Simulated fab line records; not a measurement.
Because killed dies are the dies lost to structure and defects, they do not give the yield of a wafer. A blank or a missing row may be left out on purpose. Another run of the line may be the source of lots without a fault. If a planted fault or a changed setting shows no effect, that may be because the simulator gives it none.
fab line records | flow n5_finfet
[record] lots = 6 wafers = 18 last_day = 15
route steps=1938 shown BEOL_M0@745 BEOL_M1@751 BEOL_M4@1111 PASSIVATION@1936
lots untouched by any fault: they come from a run of this same line in which no faults occurred
start_h: hours from the record's opening day to when the first of the lot's shown wafers began | wait_h: hours since the lot's step before | " unchanged from the row above | L1.1+2: a single row standing in for several wafers | - either no value or no given start | * or withheld: withheld | < > ~ a bound
route shown NAME@n: names a module that has steps shown in the file, with the first one's number in the route | usual: mean and standard deviation over wafers with no fault | same: alike in all rows | chamber/n: place in a boat | sites: the reading at each site | _std_site: the standard deviation of these | _edge_site: mean of outer sites minus mean of inner sites | radius_mm: how far each site lies from the wafer's centre | mask NAME#n: copy n | behind: the last tool/chamber to shape the wafer | hold: cause of the lot's hold/its duration in hours/its outcome | device: names the non-switching transistor (n, p or np) | end of line: tests run on the same wafers once the route is complete | for a step that has no rows: nothing shown but its recipe | killed: not the wafer's yield, but the dies lost to structure and defects at the first sort | map: a wafer's dies, marking killed ones x, the rest . and places with no die _
set.NAME: the run value of the setting; set.NAME@STEP: its run value at that earlier step | model.NAME: the simulator's own value behind a step, which no gauge read
lots seen at some steps along the route; tables by step, rows by wafer
services: a tool's chamber out of use, with start hour (start_h, from the record's first day; less than 0 if before it), hours out, and reason
[[steps]]
[step N5_BEOL_M0_PRE_CLEAN_131]
[recipe] gas = NH3/H2 time_s = 15 temp_c = * rf_power_w = 300
[usual] heater_power_w = 83/9.4
// columns lot.wafer tool chamber start_h wait_h heater_power_w
L257.1 cvd_co-01 1 139.64 0.0 74
L257.2 " 2 " " 98
L257.4 " 1 " " 73
L259.1 cvd_co-01 1 155.90 0.0 73
L259.4 " 2 " " 96
L259.5 " 0 " " 78
L262.1 cvd_co-01 2 166.47 0.0 99
L262.2 " 1 " " 74
L262.4 " 2 " " 101
L264.2 cvd_co-01 0 174.13 0.2 78
L264.3 " 1 " " 74
L264.6 " 1 " " 73
L266.1 cvd_co-01 0 195.06 0.0 78
L266.2 " 1 " " 72
L266.6 " 1 " " 74
L267.1 cvd_co-02 0 198.81 0.0 83
L267.4 " 2 " " 87
L267.6 " 0 " " 81
[step N5_BEOL_M0_CO_CAP_123]
[recipe] material = Co target_thk_a = 20 temp_c = 200 precursor = CCTBA/H2 pressure_torr = 30 time_s = 102.1
[usual] heater_power_w = 233/12
// columns lot.wafer tool chamber start_h wait_h heater_power_w
L257.1 cvd_co-01 1 139.68 0.0 225
L257.2 " 2 " " 257
L257.4 " 1 " " 223
L259.1 cvd_co-01 1 155.94 0.0 220
L259.4 " 2 " " 254
L259.5 " 0 " " 233
L262.1 cvd_co-01 2 166.51 0.0 253
L262.2 " 1 " " 222
L262.4 " 2 " " 249
L264.2 cvd_co-01 0 174.17 0.0 227
L264.3 " 1 " " 221
L264.6 " 1 " " 223
L266.1 cvd_co-01 0 195.10 0.0 223
L266.2 " 1 " " 217
L266.6 " 1 " " 215
L267.1 cvd_co-02 0 198.85 0.0 230
L267.4 " 2 " " 238
L267.6 " 0 " " 224
[step N5_BEOL_M0_PRE_CLEAN_124]
[recipe] gas = NH3 time_s = 15 temp_c = withheld rf_power_w = 300
[step N5_BEOL_M0_DEP_125]
[recipe] material = SiCN target_thk_a = 80 temp_c = withheld precursor = 3MS/NH3 pressure_torr = 3 rf_w = 202 time_s = 14
[usual] showerhead_plenum_p_Torr = 3.668/0.014 throttle_valve_pct = 8.9/0.31
// columns lot.wafer tool chamber start_h wait_h showerhead_plenum_p_Torr throttle_valve_pct
L257.1 pecvd-04 0 139.79 0.0 3.666 8.7
L257.2 " 2 " " 3.642 9.1
L257.4 " 0 " " 3.669 8.6
L259.1 pecvd-01 0 156.06 0.0 3.659 9.3
L259.4 " 0 " " 3.669 9.3
L259.5 " 2 " " 3.643 8.6
L262.1 pecvd-01 2 166.62 0.0 3.652 8.9
L262.2 " 0 " " 3.666 9.3
L262.4 " 1 " " 3.684 8.9
L264.2 pecvd-04 0 174.28 0.0 3.666 8.9
L264.3 " 2 " " 3.637 8.9
L264.6 " 1 " " 3.676 8.2
L266.1 pecvd-04 1 195.22 0.0 3.676 8.6
L266.2 " 2 " " 3.651 8.8
L266.6 " 2 " " 3.650 8.9
L267.1 pecvd-01 2 198.97 0.0 3.656 9.0
L267.4 " 0 " " 3.666 9.3
L267.6 " 2 " " 3.652 9.0
[step N5_BEOL_M0_RS_MEAS_126]
[recipe] thk_meas_gauge = four-point-probe reads = Co_of_BEOL_M0_CO_CAP_123+Cu_of_BEOL_M0_ECD_118+Co_of_BEOL_M0_CVD_115+TaN_of_BEOL_M0_ALD_136
[usual] M0_RS = 0.530/0.019
// columns lot.wafer tool chamber start_h wait_h M0_RS[ohm/sq]
L257.1 film_metro-01 - 139.86 0.0 0.509
L257.2 " - " " 0.505
L257.4 " - " " 0.498
L259.1 film_metro-01 - 156.12 0.0 0.564
L259.4 " - " " 0.548
L259.5 " - " " 0.530
L262.1 film_metro-02 - 166.69 0.0 0.517
L262.2 " - " " 0.558
L262.4 " - " " 0.541
L264.2 film_metro-01 - 174.35 0.1 0.565
L264.3 " - " " 0.540
L264.6 " - " " 0.536
L266.1 film_metro-01 - 195.28 0.0 0.540
L266.2 " - " " 0.538
L266.6 " - " " 0.542
L267.1 film_metro-01 - 199.04 0.0 0.534
L267.4 " - " " 0.531
L267.6 " - " " 0.517
[step N5_BEOL_M0_INSPECT_127]
[recipe] inspect_instrument = darkfield mode = post_dep
[usual] raw_defect_count = 76/26
// columns lot.wafer tool chamber start_h wait_h raw_defect_count
L257.1 defect_inspect-02 - 139.89 0.0 69
L257.2 " - " " 51
L257.4 " - " " 84
L259.1 defect_inspect-01 - 156.15 0.0 131
L259.4 " - " " 116
L259.5 " - " " 91
L262.1 defect_inspect-02 - 166.72 0.0 74
L262.2 " - " " 106
L262.4 " - " " 86
L264.2 defect_inspect-02 - 174.38 0.0 85
L264.3 " - " " 62
L264.6 " - " " 61
L266.1 defect_inspect-01 - 195.31 0.0 111
L266.2 " - " " 85
L266.6 " - " " 84
L267.1 defect_inspect-02 - 199.06 0.0 97
L267.4 " - " " 120
L267.6 " - " " 99
[step N5_BEOL_M1_ILD_DEP_00]
[recipe] material = SiOC target_thk_a = 790 temp_c = 350 precursor = DEMS/O2 pressure_torr = 5 rf_w = 500 time_s = 15.3
[usual] heater_power_w = 489/79 showerhead_plenum_p_Torr = 5.695/0.014 throttle_valve_pct = 11.7/0.35
// columns lot.wafer tool chamber start_h wait_h heater_power_w showerhead_plenum_p_Torr throttle_valve_pct
L257.1 pecvd-01 1 139.92 0.0 603 5.715 11.6
L257.2 " 2 " " 396 5.685 11.6
L257.4 " 1 " " 619 5.695 11.6
L259.1 pecvd-03 1 156.19 0.0 587 5.682 11.4
L259.4 " 0 " " 436 5.711 12.4
L259.5 " 1 " " 594 5.706 11.7
L262.1 pecvd-01 0 166.75 0.0 435 5.692 12.1
L262.2 " 2 " " 457 5.669 11.7
L262.4 " 0 " " 449 5.700 12.0
L264.2 pecvd-01 2 174.41 0.0 441 5.677 11.5
L264.3 " 1 " " 522 5.713 11.9
L264.6 " 1 " " 534 5.713 11.8
L266.1 pecvd-04 2 195.35 0.0 576 5.701 11.7
L266.2 " 1 " " 480 5.704 11.4
L266.6 " 2 " " 585 5.676 11.7
L267.1 pecvd-03 1 199.10 0.0 607 5.686 11.7
L267.4 " 0 " " 407 5.720 12.3
L267.6 " 1 " " 625 5.704 11.7
[step N5_BEOL_M1_THK_MEAS_01]
[recipe] reads = SiOC_of_BEOL_M1_ILD_DEP_00
[usual] M1_ILD_THK = 79.0/0.98
// columns lot.wafer tool chamber start_h wait_h M1_ILD_THK[nm]
L257.1 film_metro-01 - 139.99 0.0 79.4
L257.2 " - " " 79.8
L257.4 " - " " 80.7
L259.1 film_metro-01 - 156.25 0.0 78.5
L259.4 " - " " 78.7
L259.5 " - " " 80.1
L262.1 film_metro-02 - 166.82 0.0 76.7
L262.2 " - " " 76.9
L262.4 " - " " 78.2
L264.2 film_metro-01 - 174.48 0.1 77.9
L264.3 " - " " 79.3
L264.6 " - " " 79.7
L266.1 film_metro-02 - 195.41 0.0 78.5
L266.2 " - " " 78.1
L266.6 " - " " 78.7
L267.1 film_metro-02 - 199.17 0.0 79.5
L267.4 " - " " 79.9
L267.6 " - " " 80.8
[step N5_BEOL_M1_PECVD_72]
[recipe] material = SiO2 target_thk_a = 160 temp_c = 400 precursor = TEOS/O2 pressure_torr = 5.5 rf_w = 450 teos_flow_sccm = 53.8 gas = O2 flow_sccm = 3000 time_s = 18
[usual] heater_power_w = 751/99 showerhead_plenum_p_Torr = 8.78/0.057 throttle_valve_pct = 21.9/0.56
// columns lot.wafer tool chamber start_h wait_h heater_power_w showerhead_plenum_p_Torr throttle_valve_pct
L257.1 pecvd-04 2 140.03 0.0 870 8.70 22.2
L257.2 " 0 " " 799 8.81 22.0
L257.4 " 0 " " 840 8.79 21.6
L259.1 pecvd-04 1 156.30 0.0 715 8.82 21.4
L259.4 " 0 " " 746 8.78 21.9
L259.5 " 2 " " 786 8.71 22.2
L262.1 pecvd-01 1 166.86 0.0 865 8.88 22.0
L262.2 " 2 " " 707 8.70 21.9
L262.4 " 2 " " 706 8.71 22.0
L264.2 pecvd-03 1 174.52 0.0 910 8.78 21.9
L264.3 " 0 " " 672 8.89 22.8
L264.6 " 0 " " 669 8.85 22.8
L266.1 pecvd-04 2 195.45 0.0 772 8.72 22.4
L266.2 " 1 " " 704 8.82 21.3
L266.6 " 1 " " 711 8.83 21.4
L267.1 pecvd-04 1 199.20 0.0 712 8.82 21.3
L267.4 " 2 " " 713 8.69 22.1
L267.6 " 1 " " 725 8.85 21.7
[step N5_BEOL_M1_HM_DEP_02]
[recipe] material = TiN target_thk_a = 200 temp_c = 25 chamber_pressure_pa = 0.49996
[step N5_BEOL_M1_COAT_61]
[recipe] resist = SOC temp_c = 250 time_s = 60 spin_rpm = 1500 resist_thk_nm = 60
[step N5_BEOL_M1_COAT_62]
[recipe] resist = SiARC temp_c = 220 time_s = 60 spin_rpm = 1500 resist_thk_nm = 12
[step N5_BEOL_M1_COAT_73]
[recipe] resist = underlayer temp_c = 205 time_s = 60 spin_rpm = 1500 resist_thk_nm = 5
[usual] heater_power_total_W = 391.6/1.4 plate_temp_C = 204.99/0.14
// columns lot.wafer tool chamber start_h wait_h heater_power_total_W plate_temp_C
L257.1 litho_track-05 0 141.61 - 391.4 204.93
L257.2 " 0 " " 392.1 205.20
L257.4 " 0 " " 389.8 205.10
L259.1 litho_track-05 0 159.02 - 379.5 199.89
L259.4 " 0 " " 381.7 199.98
L259.5 " 0 " " 378.7 200.15
L262.1 litho_track-05 0 167.28 - 381.6 199.97
L262.2 " 0 " " 379.7 199.83
L262.4 " 0 " " 381.0 200.01
L264.2 litho_track-03 0 176.13 - 390.3 204.95
L264.3 " 0 " " 393.2 204.68
L264.6 " 0 " " 391.6 205.03
L266.1 litho_track-03 0 195.91 - 392.3 205.23
L266.2 " 0 " " 390.3 205.10
L266.6 " 0 " " 391.6 205.17
L267.1 litho_track-03 0 200.90 - 393.9 204.94
L267.4 " 0 " " 393.4 204.94
L267.6 " 0 " " 391.8 204.75
[step N5_BEOL_M1_COAT_05]
[recipe] resist = CAR-EUV spin_rpm = 1500 resist_thk_nm = 30
[step N5_BEOL_M4_RC_MEAS_101]
[usual] DIBL_N = 36.4/1.7 DIBL_P = 36.4/2.1 IOFF_N = 0.16/0.035 IOFF_P = 0.21/0.035 ION_N = 680/11 ION_P = 465/6.8 SS_N = 71.5/0.58 SS_P = 73.2/0.72 VT_N = 249/3.6 VT_P = -250/3.1
// columns lot.wafer tool chamber start_h wait_h DIBL_N[mV/V] DIBL_P[mV/V] IOFF_N[nA/um] IOFF_P[nA/um] ION_N[uA/um] ION_P[uA/um] SS_N[mV/dec] SS_P[mV/dec] VT_N[mV] VT_P[mV]
L257.1 prober-01 0 191.17 0.0 33.8 33.2 0.13 0.16 675 458 71.6 72.6 252 -253
L257.2 " 0 " " 35.7 36.7 0.18 0.22 687 463 71.3 73.2 251 -249
L257.4 " 0 " " 39.0 38.9 0.27 0.27 704 467 73.1 73.9 243 -246
L259.1 prober-02 0 209.34 0.0 35.2 36.3 0.14 0.19 671 461 71.4 72.7 249 -254
L259.4 " 0 " " 38.1 38.2 0.19 0.22 691 470 71.7 73.9 251 -252
L259.5 " 0 " " 32.7 32.5 0.11 0.14 664 453 70.7 71.8 255 -255
L262.1 prober-02 0 214.89 0.6 36.7 36.4 0.16 0.20 676 465 71.1 73.1 248 -253
L262.2 " 0 " " 34.7 34.5 0.13 0.17 670 457 71.3 72.2 254 -256
L262.4 " 0 " " 37.1 37.6 0.19 0.22 702 473 71.4 73.8 248 -252
L264.2 prober-01 0 220.90 0.2 36.7 34.2 0.15 0.20 678 458 71.6 73.0 249 -248
L264.3 " 0 " " 37.7 36.1 0.18 0.24 688 474 71.8 73.6 243 -246
L264.6 " 0 " " 36.3 33.6 0.14 0.19 668 459 71.7 72.5 253 -253
L266.1 prober-01 0 246.88 0.0 36.6 34.3 0.16 0.19 675 454 72.0 72.0 248 -251
L266.2 " 0 " " 36.8 35.1 0.15 0.19 670 458 72.0 73.1 249 -253
L266.6 " 0 " " 36.4 35.7 0.15 0.20 682 464 71.4 72.7 249 -248
L267.1 prober-02 0 252.01 0.0 36.0 35.4 0.16 0.23 673 471 71.6 73.0 247 -245
L267.4 " 0 " " 35.6 35.3 0.16 0.23 687 474 71.0 73.0 247 -247
L267.6 " 0 " " 37.2 36.3 0.18 0.25 691 471 71.8 73.1 245 -247
[step N5_PASSIVATION_PROBE_49]
[usual] defect_limited_yield = 91.3/1.4 killed_at_M0_to_M3 = 36/11 killed_at_M4_up = 13/5.2 killed_at_contacts = 13/6.5 killed_at_front_end = 37/11 killed_at_other = 3.6/2.9 killed_dies = 103/17 killed_open = 68/12 killed_short = 33/7.3 sort_bin_5_function = 5.2/0.91 sort_bin_6_memory = 3.2/0.67 sort_n_pass = 1077/17 sort_yield_pct = 91.3/1.4
[same] gross_dies = 1180 killed_at_back_side = 0 sort_bin_4_leakage[%] = 0 sort_bin_8_speed[%] = 0
// columns lot.wafer tool chamber start_h wait_h defect_limited_yield[%] killed_at_M0_to_M3 killed_at_M4_up killed_at_contacts killed_at_front_end killed_at_other killed_dies killed_open killed_short sort_bin_5_function[%] sort_bin_6_memory[%] sort_n_pass sort_yield_pct[%]
L259.1 prober-01 - 320.31 0.0 89.8 46 18 9 37 10 120 83 29 5.8 3.3 1060 89.8
L259.4 prober-01 - 320.46 0.2 90.3 52 10 12 39 1 114 76 38 5.0 4.3 1066 90.3
L259.5 prober-01 - 320.51 0.2 88.7 64 15 6 44 4 133 95 38 6.9 3.8 1047 88.7
L264.2 prober-01 - 341.37 0.1 91.4 32 17 12 33 8 102 67 35 5.0 3.6 1078 91.4
L264.3 prober-01 - 341.42 0.1 90.3 31 10 5 59 10 115 66 41 4.6 3.8 1065 90.3
L264.6 prober-01 - 341.57 0.3 92.4 25 12 4 46 3 90 55 34 5.3 2.3 1090 92.4
// killed by level:class
L259.1 BEOL_M2:geometric_particle:open=14 BEOL_M3:geometric_particle:open=13 BEOL_M4:geometric_particle:open=10 HKMG_FIN:area_etch=8 STI_FIN_REVEAL:geometric_particle:open=7 FIN_SAQP:geometric_particle:open=6 FIN_SAQP:geometric_particle:short=6 BEOL_M0_SAQP:geometric_particle:open=6
L259.4 BEOL_M0_SAQP:geometric_particle:open=14 BEOL_M2:geometric_particle:open=13 BEOL_M0_SAQP:geometric_particle:short=12 FIN_SAQP:geometric_particle:open=10 MOL_CONTACT_COAG:geometric_particle:open=10 FIN_SAQP:geometric_particle:short=7 BEOL_M4:geometric_particle:open=6 BEOL_M3:geometric_particle:open=5
L259.5 BEOL_M2:geometric_particle:open=20 STI_FIN_REVEAL:geometric_particle:open=17 BEOL_M3:geometric_particle:open=13 BEOL_M0_SAQP:geometric_particle:open=9 FIN_SAQP:geometric_particle:open=8 BEOL_M0_SAQP:geometric_particle:short=8 FIN_SAQP:geometric_particle:short=7 BEOL_M1:geometric_particle:open=5
L264.2 BEOL_M2:geometric_particle:open=13 STI_FIN_REVEAL:geometric_particle:open=11 MOL_CONTACT_COAG:geometric_particle:open=10 BEOL_M4:geometric_particle:open=7 GATE_CUT:geometric_particle:short=6 BEOL_M0_SAQP:geometric_particle:open=6 PASS1_DEP:geometric_particle:short=5 FIN_SAQP:geometric_particle:open=4
L264.3 FIN_SAQP:geometric_particle:open=14 FIN_SAQP:geometric_particle:short=11 BEOL_M2:geometric_particle:open=11 HKMG_FIN:area_etch=8 STI_FIN_REVEAL:geometric_particle:open=6 PASS1_DEP:geometric_particle:short=6 GATE_CUT:geometric_particle:short=4 GATE_CUT:geometric_particle:open=4
L264.6 STI_FIN_REVEAL:geometric_particle:open=17 BEOL_M0_SAQP:geometric_particle:short=6 FIN_SAQP:geometric_particle:open=5 FIN_SAQP:geometric_particle:short=5 BEOL_M2:geometric_particle:open=5 MOL_CONTACT_COAG:geometric_particle:open=4 BEOL_M0_SAQP:geometric_particle:open=4 BEOL_M3:geometric_particle:open=4
[[services]]
// columns tool chamber start_h hours kind
pecvd-01 - 116.65 2.8 pm
pecvd-03 - 119.53 1.7 repair
pecvd-04 0 122.10 6.5 repair
cvd_co-02 - 128.63 28.1 pm
pecvd-03 1 147.54 5.5 scheduled_down
cvd_co-01 - 158.36 2.8 pm
cvd_co-02 - 161.11 14.6 pm
pecvd-03 2 169.89 2.1 scheduled_down
pecvd-01 0 186.10 5.5 scheduled_down
pecvd-04 2 189.26 3.8 repair
pecvd-01 - 200.46 0.3 repair
[[key]]
[first_sign] step = N5_BEOL_M1_COAT_73 reading = plate_temp_C direction = down sigmas = 35 usual = * struck = *
[effect] step = N5_BEOL_M1_COAT_73 reading = heater_power_total_W direction = down sigmas = 8.2 usual = * struck = *
met_at N5_BEOL_M1_COAT_73
struck_wafers L259.1,L259.4,L259.5,L262.1,L262.2,L262.4
rows_end L262.1,L262.2,L262.4
onset_between 141.61 159.02
[fault] kind = process_parameter_drift tool = litho_track-05 chamber = - onset_h = 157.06 steps = N5_BEOL_M1_COAT_73 channel = temp_c offset = * shape = step acts_in = * stated = *
// rows_end: these wafers met a further fault down the route, and their rows from its step on are left out
